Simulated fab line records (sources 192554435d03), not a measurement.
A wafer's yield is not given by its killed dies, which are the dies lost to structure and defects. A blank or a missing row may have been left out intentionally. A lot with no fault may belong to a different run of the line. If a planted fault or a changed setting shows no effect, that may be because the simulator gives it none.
Problem report in the 8D (eight disciplines) form, filled by code	flow n5 finfet	the parts of the form that need people (team, actions taken, sign-off) are left out

## 1. PROBLEM STATEMENT
oes product au at N5_BEOL_M0_SAQP_ETCH_101 reads a mean of 1.21 a.u. on 1 wafer of 1 lot; wafers without a fault read 0.79 a.u. with a standard deviation of 0.093. Relative to the usual mean, that is a shift of +4.5 standard deviations.
The step: etches SiNx in CH3F/O2, target depth 29.9 nm, time 42.7 s.
The first sign was on wafer L798.3 at day 8 19:29, on rie diel-02. The record holds 24 wafers of 8 lots with a number at this step. Rule for "out", or "out of limits": more than 4 standard deviations from the usual mean. The rest of the wafers with a number are treated as sound.

## 2. WHAT IT IS, WHAT IT ISN'T
question	is	is not
which readings at this step	oes product au	CH3F_flow_sccm, drypump motor current A, mfc ar sccm, rf fwd power W, rf vpp V, showerhead plenum p Torr, throttle valve pct
which lots	L798	L787, L789, L800, L803, L805, L808, L809
which wafers of those lots	L798.3	L798.2, L798.4
read on which tools	rie diel-02	rie diel-05, rie diel-06
when	from day 8 19:29	up to then (8 sound wafers); but 15 sound wafers of L800, L803, L805, L808, L809 came after

## 3. THE SUSPECTS, EACH WITH WHAT RULES IT OUT
Counting: any tool at a process step up to the reading remains a suspect provided it ran every lot that is out. Sound lots after the first of them don't rule it out here, since some wafers of a struck lot are sound.
- rie diel-02 at N5_BEOL_M0_SAQP_HM_OPEN_112 (chemistry CHF3/O2, target SiO2, stops on a-Si, target depth 12 nm, time 13.5 s): kept. It ran the lot that is out, L798 (day 8 17:14).
- rie diel-02 at N5_BEOL_M0_SAQP_SPACER1_ETCHBACK_99 (etches SiO2 in CHF3/O2, target depth 15.4 nm, time 7.7 s): kept. It processed L798, the lot that is out, at day 8 19:15, and its most recent sound lot before then was L789 at day 6 07:29.
- rie diel-02 at N5_BEOL_M0_SAQP_ETCH_101 (etches SiNx in CH3F/O2, target depth 29.9 nm, time 42.7 s): kept. It processed L798, the lot that is out, at day 8 19:29, and its most recent sound lot before then was L789 at day 6 07:43. Its own oes product au readings are out on those wafers.
- Within rie diel-02 at N5_BEOL_M0_SAQP_HM_OPEN_112: the wafers that are out ran in chamber 3; their sound lot-mates ran in chamber 2.
- Within rie diel-02 at N5_BEOL_M0_SAQP_SPACER1_ETCHBACK_99: the wafers that are out ran in chamber 0; their sound lot-mates ran in chambers 2, 3.
- Within rie diel-02 at N5_BEOL_M0_SAQP_ETCH_101: the wafers that are out ran in chamber 2; their sound lot-mates ran in chambers 0, 1.
Still standing after the count: rie diel-02 at N5_BEOL_M0_SAQP_HM_OPEN_112, rie diel-02 at N5_BEOL_M0_SAQP_SPACER1_ETCHBACK_99, rie diel-02 at N5_BEOL_M0_SAQP_ETCH_101.

## 4. THE CAUSE (what the simulator had put in)
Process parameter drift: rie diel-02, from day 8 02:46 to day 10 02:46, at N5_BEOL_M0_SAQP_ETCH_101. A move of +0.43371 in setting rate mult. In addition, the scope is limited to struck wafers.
Of the 3 suspects that counting leaves, this tool is one.

## 5. THE EFFECT CHAIN, in route order
One row per reading whose mean, taken over the struck wafers that have a number, lies over 3 standard deviations from the usual. Readings are gone through only where the record gives a usual standard deviation; hours: the median, over the lots, of the time from a lot's start at the first step in this table giving one to that lot's start at this step; sigmas: the change measured in usual standard deviations.
hours	step	reading	usual	on struck wafers	change	sigmas
0	N5_BEOL_M0_SAQP_ETCH_101	oes product au	0.79 a.u.	1.21	+0.42	+4.5
Here are the process steps it includes:
- N5_BEOL_M0_SAQP_ETCH_101: etches SiNx in CH3F/O2, target depth 29.9 nm, time 42.7 s.
At these later measuring or inspecting steps, every struck wafer for which the step has a row has a number for every such reading, and none has moved that far: N5_BEOL_M4_RC_MEAS_101.

## 6. HOW IT WOULD HAVE BEEN CAUGHT EARLIER
First out-of-limits reading in this record: day 8 19:29, which is 17 hours after fault onset at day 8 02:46.
